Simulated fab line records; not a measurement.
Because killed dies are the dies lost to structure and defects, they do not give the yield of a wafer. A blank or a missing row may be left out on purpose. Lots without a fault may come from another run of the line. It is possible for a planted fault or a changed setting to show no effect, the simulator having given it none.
The same fault as seen by 2 desks -- flow n5_finfet -- each desk holds nothing but its own numbers, with what lay behind them at the end

FROM THE METROLOGY DESK
What the gauges read, lot by lot, whatever tool the lot ran on: means of the sampled wafers that have a number. If a lot's mean is further than 4 standard deviations from the usual mean, the lot is out of limits and carries the mark OUT (the distance appears in the brackets). 7 of its 14 readings are shown: the first one out of limits and those lying furthest out on some lot.
Columns: A = cd_nm at N5_BEOL_M1_CD_MEAS_28, usual 23.98 nm; B = CHAIN_V0 at N5_BEOL_M4_RC_MEAS_101, usual 233 ohm/link; C = CHAIN_V0_max_site at N5_BEOL_M4_RC_MEAS_101, usual 242 ohm/link; D = ION_N at N5_BEOL_M4_RC_MEAS_101, usual 672 uA/um; E = ION_P at N5_BEOL_M4_RC_MEAS_101, usual 462 uA/um; F = SS_N at N5_BEOL_M4_RC_MEAS_101, usual 71.5 mV/dec; G = VT_N at N5_BEOL_M4_RC_MEAS_101, usual 249.9 mV
lot,first seen here,A,B,C,D,E,F,G
L892,day 6 22:18,23.89,231,237,672,469,71.6,249.2
L894,day 7 12:44,23.92,233,243,674,455,71.3,248.8
L895,day 7 17:13,23.81,230,242,679,460,71.6,248.7
L898,day 8 13:38,22.44 (-7.0) OUT,279 (+5.1) OUT,288 (+4.6) OUT,675,465,71.2,249.3
L899,day 8 18:55,22.48 (-6.8) OUT,278 (+5.0) OUT,295 (+5.3) OUT,664,451,71.6,251.6
L900,day 9 03:08,24.06,227,237,666,456,70.8,249.0
L901,day 9 09:04,22.26 (-7.8) OUT,260,271,659,458,72.0,253.6
L906,day 10 11:16,24.18,239,249,675,461,71.4,249.6
L910,day 11 14:36,24.19,223,233,674,460,71.8,249.1
This desk's verdict: out of limits on L898, L899, L901, starting with L898 at day 8 17:16 (cd_nm at N5_BEOL_M1_CD_MEAS_28). L892, L894, L895, L900, L906, L910 stayed within limits.

THE TOOL OWNER'S DESK: euv_scanner-02
The tool's own readings at N5_BEOL_M1_EXPOSE_25 (exposes mask V0, defocus 5 nm, target cd 24 nm): means of the sampled wafers that have a number, for each lot that ran on this tool. If a lot's mean is further than 4 standard deviations from the usual mean, the lot is out of limits and carries the mark OUT (the distance appears in the brackets).
Columns: A = exposure_dose_mJ_cm2 at N5_BEOL_M1_EXPOSE_25, usual 63.01
lot,first seen here,A
L892,day 7 00:18,62.99
L894,day 7 16:02,63.01
L895,day 7 18:52,63.05
L898,day 8 17:08,58.09 (-93) OUT
L899,day 8 20:40,58.00 (-95) OUT
L901,day 9 12:26,58.08 (-93) OUT
This desk's verdict: out of limits on L898, L899, L901, starting with L898 at day 8 17:08 (exposure_dose_mJ_cm2 at N5_BEOL_M1_EXPOSE_25). L892, L894, L895 stayed within limits.

TAKEN TOGETHER
An alarm could have come from the tool owner's desk at day 8 17:08, on L898, L899, L901.
L898, L899, L901 would have let the metrology desk raise an alarm at day 8 17:16.
The lots listed all ran N5_BEOL_M1_EXPOSE_25 on euv_scanner-02.

WHAT WAS PUT IN BY THE SIMULATOR
Drift in process parameters on euv_scanner-02 at N5_BEOL_M1_EXPOSE_25, starting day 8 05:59. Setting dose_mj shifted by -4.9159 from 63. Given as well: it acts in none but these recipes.
Struck lots among those shown: L898, L899, L901.
Counting hours from when the fault started, the first reading out of limits came at 11 for the tool owner's desk and at 11 for the metrology desk.
